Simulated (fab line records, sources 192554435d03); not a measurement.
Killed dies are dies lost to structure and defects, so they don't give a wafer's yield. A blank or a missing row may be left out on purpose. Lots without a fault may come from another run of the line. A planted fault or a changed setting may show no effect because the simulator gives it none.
fab line records | flow n5_finfet
record lots=5 wafers=14 last_day=17
route steps=1938 shown BEOL_M4@1052 PASSIVATION@1936
lots that met no fault: from a run of the same line without faults
start_h: hours from the record's first day to the start of the lot's first wafer shown | wait_h: hours since the lot's step before | " the same as in the row above | L1.1+2: a row that stands for several wafers | - no value, or no start given | * or withheld: withheld | < > ~ a bound
route shown NAME@n: a module of which the file shows steps, and the number in the route of the first | usual: mean/standard deviation of fault-free wafers | same: alike in all rows | chamber/n: place in a boat | sites: the reading at each site | _std_site: their standard deviation | _edge_site: outer sites' mean less inner sites' | radius_mm: how far each site lies from the wafer's centre | mask NAME#n: copy n | behind: the tool/chamber that last shaped the wafer | hold: why the lot was held/for how many hours/how that ended | device: the transistor (n, p or np) that didn't switch | end of line: the same wafers' tests at the end of the route | a step without rows: its recipe alone | killed: dies lost to structure and defects at the first sort, not the wafer's yield | map: a wafer's dies, x killed, . not, _ none there
set.NAME: the setting as run; set.NAME@STEP: as run at that earlier step | model.NAME: the simulator's own value behind a step, which no gauge read
lots at some steps of the route; a table a step, a row a wafer
services: from which hour (start_h, from the record's first day; less than 0 if before it) a tool's chamber was out of use, for how many hours, and why
## steps
# step N5_BEOL_M4_SOFTBAKE_23
# recipe temp_c=110 time_s=60 resist=CAR-EUV
# step N5_BEOL_M4_EXPOSE_25
# recipe mask_id=V3 na=0.33 source_shape=quasar sigma_inner=0.2 sigma_outer=0.8 polarization=unpolarized defocus_nm=5 dose_mj=63
# step N5_BEOL_M4_PEB_26
# recipe peb_temp_c=100 peb_time_s=60 resist=CAR-EUV
# step N5_BEOL_M4_DEVELOP_27
# recipe develop_time_s=30 developer=TMAH resist=CAR-EUV rinse_liquid=surfactant_rinse dry=air_spin dev_temp_c=23
# step N5_BEOL_M4_CD_MEAS_28
# recipe target_cd_nm=26.2 landing_energy_ev=500 detector=se_inlens target_cd_y_nm=24.1 polarity=opening
# usual cd_nm=26.21/0.28
# same landing_energy_ev=500
# columns lot.wafer tool chamber start_h wait_h cd_nm
L606.2 cd_sem-02 0 180.31 - 26.21
L606.4 " 0 " " 25.94
L606.6 " 0 " " 26.07
L612.3 cd_sem-02 0 219.50 - 26.06
L612.4 " 0 " " 26.11
L612.6 " 0 " " 26.43
L613.1 cd_sem-01 0 228.55 - 26.42
L613.3 " 0 " " 26.27
L613.6 " 0 " " 26.64
L623.1 cd_sem-02 0 289.91 - 26.45
L623.5 " 0 " " 25.71
L625.1 cd_sem-02 0 299.79 - 27.11
L625.2 " 0 " " 26.56
L625.6 " 0 " " 27.02
# step N5_BEOL_M4_OVL_MEAS_29
# recipe points_per_wafer=522
# usual V3_OVL=0.2/0.67
# same points_per_wafer=522
# columns lot.wafer tool chamber start_h wait_h V3_OVL[nm]
L606.2 overlay-02 0 180.34 0.0 1.9
L606.4 " 0 " " 2.0
L606.6 " 0 " " 1.6
L612.3 overlay-01 0 219.54 0.0 0.6
L612.4 " 0 " " 0.4
L612.6 " 0 " " 1.8
L613.1 overlay-01 0 228.58 0.0 1.0
L613.3 " 0 " " 0.1
L613.6 " 0 " " 0.5
L623.1 overlay-02 0 289.94 0.0 0.0
L623.5 " 0 " " -0.4
L625.1 overlay-02 0 299.82 0.0 -0.4
L625.2 " 0 " " 0.2
L625.6 " 0 " " 0.0
# step N5_BEOL_M4_INSPECT_30
# recipe mode=adi inspect_instrument=brightfield
# usual raw_defect_count=429/100
# columns lot.wafer tool chamber start_h wait_h raw_defect_count
L606.2 defect_inspect-01 - 180.40 0.0 342
L606.4 " - " " 436
L606.6 " - " " 366
L612.3 defect_inspect-01 - 219.58 0.0 371
L612.4 " - " " 461
L612.6 " - " " 340
L613.1 defect_inspect-01 - 228.64 0.1 332
L613.3 " - " " 421
L613.6 " - " " 399
L623.1 defect_inspect-02 - 290.00 0.1 344
L623.5 " - " " 462
L625.1 defect_inspect-02 - 299.88 0.1 467
L625.2 " - " " 496
L625.6 " - " " 330
# step N5_BEOL_M4_DESCUM_33
# recipe chemistry=O2 time_s=7 source_power_w=50 bias_power_w=20 pressure_mtorr=20 rf_frequency_hz=2.712e+07 temp_c=40 resist=CAR-EUV o2_flow_sccm=225
# usual drypump_motor_current_A=5.7/0.41 oes_product_au=0.81/0.093 rf_vpp_V=243.4/1.4 showerhead_plenum_p_Torr=2.10/0.067 throttle_valve_pct=20.44/0.23
# columns lot.wafer tool chamber start_h wait_h drypump_motor_current_A oes_product_au rf_hours_counter_h rf_vpp_V showerhead_plenum_p_Torr throttle_valve_pct
L606.2 rie_diel-03 2 180.50 0.1 5.5 0.78 132 244.5 2.17 20.39
L606.4 " 3 " " 6.2 0.85 78 243.5 2.13 20.33
L606.6 " 0 " " 5.4 0.70 - 240.3 1.96 20.38
L612.3 rie_diel-02 1 220.26 0.7 6.2 0.74 139 243.7 2.08 20.46
L612.4 " 2 " " 5.7 0.86 61 242.4 2.05 20.57
L612.6 " 2 " " 5.7 0.85 - 242.1 2.05 20.60
L613.1 rie_diel-02 3 228.67 0.0 5.1 0.80 76 242.6 2.12 20.46
L613.3 " 1 " " 6.2 0.74 142 243.3 2.08 20.48
L613.6 " 3 " " 5.1 0.80 - 243.3 2.12 20.46
L623.1 rie_diel-03 3 290.64 0.6 6.2 0.80 125 242.3 2.12 20.40
L623.5 " 0 " " 5.4 0.96 - 245.4 2.21 20.04
L625.1 rie_diel-03 0 299.92 0.0 5.4 0.94 24 245.4 2.21 20.05
L625.2 " 1 " " 6.2 0.93 14 244.4 2.06 20.70
L625.6 " 0 " " 5.4 0.94 - 245.9 2.21 20.04
# step N5_BEOL_M4_ETCH_77
# recipe chemistry=N2/H2 target=underlayer target_depth_a=65 mask_material=CAR-EUV time_s=5.2 ion_energy_ev=200 pressure_mtorr=30 source_w=840 bias_w=150 n2_flow_sccm=200 h2_flow_sccm=200 ends=cleared
# usual drypump_motor_current_A=5.7/0.41 etch_rf_on_time_s=5.10/0.12 h2_flow_sccm=200.1/0.6 oes_product_au=0.69/0.08 rf_vpp_V=524.3/2.7 showerhead_plenum_p_Torr=2.56/0.088 throttle_valve_pct=17.92/0.24
# columns lot.wafer tool chamber start_h wait_h drypump_motor_current_A etch_rf_on_time_s h2_flow_sccm oes_product_au rf_hours_counter_h rf_vpp_V showerhead_plenum_p_Torr throttle_valve_pct
L606.2 rie_diel-03 2 180.53 0.0 5.5 5.16 200.2 0.65 132 526.2 2.66 18.04
L606.4 " 3 " " 6.2 4.95 199.4 0.73 78 525.6 2.58 17.71
L606.6 " 0 " " 5.4 5.16 199.8 0.60 - 520.2 2.40 17.88
L612.3 rie_diel-02 1 220.30 0.0 6.1 5.12 199.6 0.63 139 524.3 2.56 18.03
L612.4 " 2 " " 5.8 5.04 199.7 0.73 61 523.7 2.47 17.88
L612.6 " 2 " " 5.8 5.04 199.7 0.73 - 520.4 2.47 17.88
L613.1 rie_diel-02 3 228.71 0.0 5.1 5.15 200.0 0.68 76 524.0 2.57 17.87
L613.3 " 1 " " 6.2 5.07 199.8 0.63 142 523.7 2.56 18.03
L613.6 " 3 " " 5.1 5.18 200.6 0.68 - 524.8 2.57 17.85
L623.1 rie_diel-03 3 290.68 0.0 6.2 5.04 199.3 0.68 125 524.5 2.56 17.81
L623.5 " 0 " " 5.4 4.98 199.8 0.82 - 526.5 2.70 17.51
L625.1 rie_diel-03 0 299.95 0.0 5.4 4.98 200.0 0.80 24 529.1 2.70 17.51
L625.2 " 1 " " 6.2 4.89 200.0 0.81 14 522.8 2.50 18.13
L625.6 " 0 " " 5.4 4.94 200.7 0.81 - 525.4 2.70 17.52
# step N5_BEOL_M4_ETCH_69
# recipe chemistry=CF4 target=SiARC target_depth_a=156 mask_material=CAR-EUV time_s=26 ion_energy_ev=80 pressure_mtorr=40 source_w=545 bias_w=36 Ar_flow_sccm=100 cf4_flow_sccm=100 ends=cleared
# usual drypump_motor_current_A=5.7/0.41 etch_rf_on_time_s=25.6/0.6 oes_product_au=0.69/0.081 rf_vpp_V=184.2/1.1 showerhead_plenum_p_Torr=2.16/0.069 throttle_valve_pct=15.63/0.22
# columns lot.wafer tool chamber start_h wait_h drypump_motor_current_A etch_rf_on_time_s oes_product_au rf_hours_counter_h rf_vpp_V showerhead_plenum_p_Torr throttle_valve_pct
L606.2 rie_diel-03 2 180.55 0.0 5.5 25.9 0.65 132 186.3 2.23 15.69
L606.4 " 3 " " 6.2 25.1 0.73 78 184.6 2.17 15.44
L606.6 " 0 " " 5.4 25.7 0.60 - 183.1 2.03 15.72
L612.3 rie_diel-02 1 220.32 0.0 6.2 25.3 0.64 139 184.9 2.14 15.74
L612.4 " 2 " " 5.7 25.5 0.72 61 182.3 2.08 15.57
L612.6 " 2 " " 5.8 25.1 0.73 - 183.2 2.08 15.59
L613.1 rie_diel-02 3 228.73 0.0 5.1 26.1 0.69 76 184.3 2.17 15.58
L613.3 " 1 " " 6.2 25.4 0.64 142 183.4 2.14 15.74
L613.6 " 3 " " 5.1 26.3 0.68 - 183.4 2.17 15.59
L623.1 rie_diel-03 3 290.70 0.0 6.2 25.2 0.69 125 184.9 2.16 15.54
L623.5 " 0 " " 5.4 24.9 0.81 - 185.8 2.27 15.30
L625.1 rie_diel-03 0 299.97 0.0 5.4 25.2 0.80 24 185.8 2.27 15.29
L625.2 " 1 " " 6.2 24.6 0.81 14 184.3 2.11 15.74
L625.6 " 0 " " 5.4 25.0 0.82 - 185.0 2.27 15.31
# step N5_BEOL_M4_ALD_98
# recipe material=SiO2 target_thk_a=25 temp_c=100 ald_precursor_family=BDEAS ald_co_reactant=O2-plasma pulse_time_s=1 co_reactant_pulse_time_s=1 purge_time_s=2 co_reactant_purge_time_s=2 ald_cycles=17 pressure_torr=2
# usual heater_power_w=81/5.8 precursor_pulse_height_rel=1.000/0.02
# columns lot.wafer tool chamber start_h wait_h heater_power_w precursor_pulse_height_rel since_wet_clean_h
L606.2 ald_sin-03 2 180.79 0.2 80 0.994 173
L606.4 " 1 " " 75 0.991 173
L606.6 " 0 " " 87 0.989 -
L612.3 ald_sin-02 1 220.40 0.1 90 0.978 30
L612.4 " 3 " " 76 1.016 30
L612.6 " 1 " " 93 1.034 -
L613.1 ald_sin-01 0 228.81 0.1 80 0.997 326
L613.3 " 1 " " 77 0.982 326
L613.6 " 3 " " 90 0.976 -
L623.1 ald_sin-01 3 291.04 0.3 88 0.984 7
L623.5 " 3 " " 87 1.026 -
L625.1 ald_sin-02 3 300.29 0.3 76 1.002 110
L625.2 " 1 " " 93 1.000 110
L625.6 " 0 " " 77 0.973 -
# step N5_BEOL_M4_ETCHBACK_99
# recipe chemistry=CHF3 target=SiO2 target_depth_a=50 time_s=10.4 source_w=215 bias_w=47 Ar_flow_sccm=200 CHF3_flow_sccm=12 ion_energy_ev=100 pressure_mtorr=30
# usual CHF3_flow_sccm=12.00/0.034 drypump_motor_current_A=5.7/0.42 oes_product_au=0.81/0.089 rf_vpp_V=242/5.6 showerhead_plenum_p_Torr=2.17/0.068 throttle_valve_pct=17.10/0.22
# columns lot.wafer tool chamber start_h wait_h CHF3_flow_sccm drypump_motor_current_A oes_product_au rf_hours_counter_h rf_vpp_V showerhead_plenum_p_Torr throttle_valve_pct
L606.2 rie_diel-03 2 184.51 3.7 12.02 5.5 0.77 133 250 2.25 17.16
L606.4 " 3 " " 11.97 6.2 0.84 80 233 2.17 16.86
L606.6 " 2 " " 12.02 5.5 0.76 - 252 2.25 17.17
L612.3 rie_diel-02 3 228.79 8.3 12.02 5.1 0.79 76 243 2.18 17.07
L612.4 " 0 " " 11.99 5.2 0.90 41 245 2.12 17.01
L612.6 " 0 " " 12.00 5.2 0.91 - 244 2.11 17.02
L613.1 rie_diel-06 0 230.53 1.7 11.99 5.8 0.69 232 244 2.12 17.06
L613.3 " 1 " " 12.01 5.3 0.68 216 238 2.23 17.49
L613.6 " 1 " " 12.01 5.3 0.68 - 237 2.23 17.48
L623.1 rie_diel-03 3 298.01 6.9 11.99 6.2 0.80 127 234 2.16 16.94
L623.5 " 3 " " 11.99 6.2 0.79 - 233 2.16 16.93
L625.1 rie_diel-02 0 301.16 0.8 12.03 5.2 0.87 68 243 2.11 17.06
L625.2 " 1 " " 12.02 6.2 0.72 171 236 2.13 17.20
L625.6 " 1 " " 11.98 6.2 0.72 - 236 2.13 17.19
# step N5_BEOL_M4_ETCH_70
# recipe chemistry=N2/H2 target=SOC target_depth_a=800 overetch_a=240 mask_material=SiARC temp_c=40 time_s=130 ion_energy_ev=200 pressure_mtorr=30 source_w=840 bias_w=150 n2_flow_sccm=200 h2_flow_sccm=200
# usual drypump_motor_current_A=5.7/0.43 h2_flow_sccm=199.9/0.52 oes_product_au=0.59/0.062 rf_vpp_V=524.2/2.5 showerhead_plenum_p_Torr=2.56/0.084 throttle_valve_pct=17.88/0.22
# columns lot.wafer tool chamber start_h wait_h drypump_motor_current_A h2_flow_sccm oes_product_au rf_hours_counter_h rf_vpp_V showerhead_plenum_p_Torr throttle_valve_pct model.SiARC_of_BEOL_M4_COAT_68.thk_nm
L606.2 rie_diel-03 2 184.55 0.0 5.5 200.7 0.56 133 526.4 2.66 18.00 5.6
L606.4 " 3 " " 6.2 199.4 0.61 80 526.0 2.58 17.66 5.8
L606.6 " 2 " " 5.5 199.8 0.56 - 526.9 2.66 18.01 5.8
L612.3 rie_diel-02 3 228.82 0.0 5.1 200.1 0.59 76 524.1 2.57 17.81 5.8
L612.4 " 0 " " 5.2 200.5 0.65 41 521.2 2.49 17.77 5.6
L612.6 " 0 " " 5.2 199.8 0.66 - 522.8 2.49 17.75 5.6
L613.1 rie_diel-06 0 230.57 0.0 5.8 200.1 0.52 232 524.2 2.52 17.80 6
L613.3 " 1 " " 5.3 200.7 0.51 216 525.3 2.63 18.22 6
L613.6 " 1 " " 5.3 199.8 0.51 - 525.3 2.63 18.23 6
L623.1 rie_diel-03 3 298.05 0.0 6.2 199.8 0.58 127 522.6 2.56 17.75 6
L623.5 " 3 " " 6.2 200.5 0.58 - 524.4 2.56 17.76 8
L625.1 rie_diel-02 0 301.20 0.0 5.2 198.8 0.63 68 521.6 2.47 17.80 5.6
L625.2 " 1 " " 6.2 200.2 0.53 171 522.2 2.55 18.02 6
L625.6 " 1 " " 6.2 200.6 0.54 - 523.9 2.55 18.03 5.8
# step N5_BEOL_M4_STRIP_71
# recipe chemistry=N2/H2 temp_c=40 n2_flow_sccm=200 h2_flow_sccm=200 rf_frequency_hz=6e+07
# step N5_BEOL_M4_RC_MEAS_101
# usual DIBL_N=36.8/2.1 DIBL_P=37.1/2.2 IOFF_N=0.18/0.037 IOFF_P=0.23/0.041 ION_N=682/13 ION_P=467/8.6 SS_N=71.7/0.61 SS_P=73.5/0.6 VT_N=248/3.4 VT_P=-249/3.5
# columns lot.wafer tool chamber start_h wait_h DIBL_N[mV/V] DIBL_P[mV/V] IOFF_N[nA/um] IOFF_P[nA/um] ION_N[uA/um] ION_P[uA/um] SS_N[mV/dec] SS_P[mV/dec] VT_N[mV] VT_P[mV]
L606.2 prober-02 0 188.98 0.2 35.4 36.6 0.17 0.22 678 466 72.2 74.3 248 -251
L606.4 " 0 " " 32.3 32.9 0.13 0.18 667 457 71.6 72.6 253 -251
L606.6 " 0 " " 32.6 32.3 0.13 0.17 665 453 71.4 72.5 252 -251
L612.3 prober-02 0 234.19 0.3 36.3 38.2 0.17 0.20 684 463 71.8 74.1 247 -252
L612.4 " 0 " " 36.8 39.4 0.20 0.22 703 478 71.8 74.2 246 -251
L612.6 " 0 " " 36.6 38.9 0.18 0.21 701 470 71.6 73.7 246 -252
L613.1 prober-01 0 236.01 0.0 36.9 37.0 0.16 0.21 675 465 72.0 73.5 250 -250
L613.3 " 0 " " 35.6 35.5 0.14 0.19 670 463 71.5 72.8 252 -252
L613.6 " 0 " " 37.4 37.6 0.17 0.21 690 468 72.0 73.2 250 -252
L623.1 prober-01 0 302.47 0.0 35.6 38.4 0.16 0.25 682 473 71.1 72.8 251 -244
L623.5 " 0 " " 37.0 39.3 0.19 0.29 685 476 71.6 73.7 247 -242
L625.1 prober-01 0 306.53 0.0 37.8 37.7 0.18 0.24 668 465 72.1 73.9 248 -248
L625.2 " 0 " " 37.3 36.7 0.17 0.22 686 470 71.5 73.5 248 -250
L625.6 " 0 " " 36.2 34.8 0.14 0.19 666 461 71.0 73.1 252 -251
# step N5_PASSIVATION_PROBE_49
# usual defect_limited_yield=91.0/1.4 killed_at_M0_to_M3=35/10 killed_at_M4_up=13/6 killed_at_contacts=13/6.4 killed_at_front_end=42/12 killed_at_other=3.2/2.4 killed_dies=107/17 killed_on_rim=15/4.1 killed_open=69/13 killed_short=33/7.3 sort_bin_5_function=5.3/0.92 sort_bin_6_memory=3.3/0.66 sort_bin_8_speed=0.00/0.035 sort_n_pass=1073/17
# same gross_dies=1180 killed_at_back_side=0 sort_bin_4_leakage[%]=0
# columns lot.wafer tool chamber start_h wait_h defect_limited_yield[%] killed_at_M0_to_M3 killed_at_M4_up killed_at_contacts killed_at_front_end killed_at_other killed_dies killed_on_rim killed_open killed_short sort_bin_5_function[%] sort_bin_6_memory[%] sort_bin_8_speed[%] sort_n_pass
L606.2 prober-02 - 291.58 0.1 90.5 24 12 14 58 4 112 18 74 26 5.7 3.1 0 1068
L606.4 prober-02 - 291.68 0.2 92.5 33 18 8 29 1 89 7 58 30 4.2 2.8 0 1091
L606.6 prober-02 - 291.78 0.3 92.3 24 7 23 35 2 91 16 57 29 4.9 2.5 0 1089
L613.1 prober-01 - 334.02 0.0 91.7 32 13 9 43 1 98 7 59 28 5.2 2.6 0.34 1082
L613.3 prober-01 - 334.12 0.1 93.1 26 2 10 38 6 82 10 52 26 3.8 3.0 0 1098
L613.6 prober-01 - 334.27 0.3 92.7 20 10 12 43 1 86 14 49 26 3.8 2.9 0 1094
L612.3 prober-01 - 337.82 0.1 90.5 22 32 22 33 3 112 13 71 37 6.1 3.1 0 1068
L612.4 prober-01 - 337.87 0.2 90.3 27 10 24 51 2 114 20 77 32 6.4 3.1 0 1066
L612.6 prober-01 - 337.97 0.3 90.5 19 28 18 44 3 112 15 77 32 5.9 3.3 0 1068
L623.1 prober-01 - 404.93 0.0 91.4 41 17 12 30 2 102 17 65 34 5.1 3.2 0 1078
L623.5 prober-01 - 405.13 0.2 90.7 42 16 15 36 1 110 20 70 36 5.5 3.5 0 1070
L625.1 prober-01 - 410.92 0.0 88.0 51 19 12 56 4 142 22 98 36 7.4 4.2 0 1038
L625.2 prober-01 - 410.97 0.1 90.4 35 11 17 49 1 113 11 77 31 4.5 4.7 0 1067
L625.6 prober-01 - 411.17 0.3 90.9 37 14 21 33 2 107 14 73 33 5.3 3.5 0 1073
# killed by level:class
L606.2 MOL_CONTACT_COAG:geometric_particle:open=12 STI_FIN_REVEAL:geometric_particle:open=9 BEOL_M0_SAQP:geometric_particle:open=8 FIN_SAQP:geometric_particle:open=7 HKMG_FIN:area_etch=7 GATE_CUT:geometric_particle:short=6 FIN_SAQP:geometric_particle:short=5 ILD0:geometric_particle:open=5
L606.4 BEOL_M3:geometric_particle:open=10 MOL_CONTACT_COAG:geometric_particle:open=7 BEOL_M5:geometric_particle:open=6 STI_FIN_REVEAL:geometric_particle:open=5 BEOL_M0_SAQP:geometric_particle:short=5 FIN_SAQP:geometric_particle:open=4 GATE_CUT:geometric_particle:short=4 STARTING-WAFER:geometric_particle:short=4
L606.6 MOL_CONTACT_COAG:geometric_particle:open=19 BEOL_M2:geometric_particle:open=8 GATE_CUT:geometric_particle:short=7 FIN_SAQP:geometric_particle:short=5 BEOL_M0_SAQP:geometric_particle:open=5 FIN_SAQP:geometric_particle:open=4 STI_FIN_REVEAL:geometric_particle:open=4 MOL_CONTACT_COAG:geometric_particle:short=4
L613.1 FIN_SAQP:geometric_particle:open=11 STI_FIN_REVEAL:geometric_particle:open=9 FIN_SAQP:geometric_particle:short=6 BEOL_M0_SAQP:geometric_particle:short=6 MOL_CONTACT_COAG:geometric_particle:open=6 BEOL_M1:geometric_particle:open=6 BEOL_M2:geometric_particle:open=5 BEOL_M4:geometric_particle:open=5
L613.3 FIN_SAQP:geometric_particle:open=13 STI_FIN_REVEAL:geometric_particle:open=6 MOL_CONTACT_COAG:geometric_particle:open=5 MOL_CONTACT_COAG:geometric_particle:short=5 BEOL_M0_SAQP:geometric_particle:open=5 BEOL_M3:geometric_particle:open=5 FIN_SAQP:geometric_particle:short=4 BEOL_M1:geometric_particle:open=4
L613.6 FIN_SAQP:geometric_particle:open=19 FIN_SAQP:geometric_particle:short=8 MOL_CONTACT_COAG:geometric_particle:open=8 BEOL_M0_SAQP:geometric_particle:open=7 BEOL_M2:geometric_particle:open=4 DUMMY_GATE:geometric_particle:open=3 GATE_CUT:geometric_particle:short=3 BEOL_M4:geometric_particle:short=3
L612.3 BEOL_M4:geometric_particle:open=18 MOL_CONTACT_COAG:geometric_particle:open=17 BEOL_M0_SAQP:geometric_particle:short=11 ILD0:geometric_particle:open=7 BEOL_M0_SAQP:geometric_particle:open=6 ILD0:geometric_particle:short=5 MOL_CONTACT_COAG:geometric_particle:short=5 BEOL_M6:geometric_particle:open=4
L612.4 MOL_CONTACT_COAG:geometric_particle:open=19 FIN_SAQP:geometric_particle:open=12 DUMMY_GATE:geometric_particle:open=10 ILD0:geometric_particle:open=7 BEOL_M0_SAQP:geometric_particle:open=7 BEOL_M0_SAQP:geometric_particle:short=7 BEOL_M3:geometric_particle:open=6 BEOL_M8:geometric_particle:open=5
L612.6 BEOL_M4:geometric_particle:open=19 MOL_CONTACT_COAG:geometric_particle:open=15 FIN_SAQP:geometric_particle:open=8 FIN_SAQP:geometric_particle:short=8 DUMMY_GATE:geometric_particle:open=6 STI_FIN_REVEAL:geometric_particle:open=6 BEOL_M0_SAQP:geometric_particle:short=6 BEOL_M0_SAQP:geometric_particle:open=4
L623.1 BEOL_M0_SAQP:geometric_particle:open=19 BEOL_M0_SAQP:geometric_particle:short=11 DUMMY_GATE:geometric_particle:open=10 MOL_CONTACT_COAG:geometric_particle:open=9 FIN_SAQP:geometric_particle:short=5 BEOL_M4:geometric_particle:open=5 STARTING-WAFER:geometric_particle:short=4 FIN_SAQP:geometric_particle:open=3
L623.5 BEOL_M0_SAQP:geometric_particle:open=15 MOL_CONTACT_COAG:geometric_particle:open=13 BEOL_M0_SAQP:geometric_particle:short=12 STI_FIN_REVEAL:geometric_particle:open=9 BEOL_M5:geometric_particle:open=7 BEOL_M0:geometric_particle:open=6 FIN_SAQP:geometric_particle:open=4 STI_FIN_REVEAL:geometric_particle:short=4
L625.1 BEOL_M1:geometric_particle:open=18 FIN_SAQP:geometric_particle:open=12 STI_FIN_REVEAL:geometric_particle:open=11 MOL_CONTACT_COAG:geometric_particle:open=10 BEOL_M4:geometric_particle:open=10 BEOL_M0_SAQP:geometric_particle:open=7 FIN_SAQP:geometric_particle:short=6 BEOL_M2:geometric_particle:open=6
L625.2 MOL_CONTACT_COAG:geometric_particle:open=13 FIN_SAQP:geometric_particle:open=12 STI_FIN_REVEAL:geometric_particle:open=12 BEOL_M1:geometric_particle:open=10 BEOL_M0_SAQP:geometric_particle:open=9 DUMMY_GATE:geometric_particle:open=5 BEOL_M0_SAQP:geometric_particle:short=5 BEOL_M3:geometric_particle:open=5
L625.6 MOL_CONTACT_COAG:geometric_particle:open=18 BEOL_M1:geometric_particle:open=8 STI_FIN_REVEAL:geometric_particle:open=7 BEOL_M4:geometric_particle:open=7 BEOL_M0_SAQP:geometric_particle:short=7 BEOL_M2:geometric_particle:open=6 FIN_SAQP:geometric_particle:short=5 GATE_CUT:geometric_particle:short=5
## services
# columns tool chamber start_h hours kind
ald_sin-02 - 176.75 14.0 pm
ald_sin-02 0 176.75 14.0 vent_cycle
ald_sin-02 1 176.75 14.0 vent_cycle
ald_sin-02 2 176.75 14.0 vent_cycle
ald_sin-02 3 176.75 14.0 vent_cycle
rie_diel-06 - 178.23 14.6 pm
ald_sin-02 0 190.75 - clean
ald_sin-02 1 190.75 - clean
ald_sin-02 2 190.75 - clean
rie_diel-06 2 210.88 4.2 repair
rie_diel-03 0 221.15 - clean
rie_diel-03 0 221.15 - consumable_replace:focus_ring
rie_diel-03 0 221.15 - consumable_replace:showerhead
rie_diel-03 0 221.15 18.5 scheduled_down
rie_diel-03 0 221.15 18.5 vent_cycle
rie_diel-03 1 239.65 - clean
rie_diel-03 1 239.65 - consumable_replace:focus_ring
rie_diel-03 1 239.65 15.2 scheduled_down
rie_diel-03 1 239.65 15.2 vent_cycle
rie_diel-06 - 246.45 15.6 pm
ald_sin-02 0 260.60 10.3 repair
ald_sin-02 - 267.83 2.8 pm
ald_sin-01 - 269.63 14.0 pm
rie_diel-03 1 272.43 3.8 repair
## key
first_sign none at tools or gauges
model_effect step=N5_BEOL_M4_ETCH_70 value=SiARC_of_BEOL_M4_COAT_68.thk_nm without=6 struck=8
met_at N5_BEOL_M4_ETCH_70
struck_wafers L623.5
onset_between 184.55 298.05
fault kind=process_parameter_drift tool=rie_diel-03 chamber=- onset_h=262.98 steps=N5_BEOL_M4_ETCH_70 channel=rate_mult offset=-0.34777 shape=step end_h=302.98 scope=struck_wafers_only
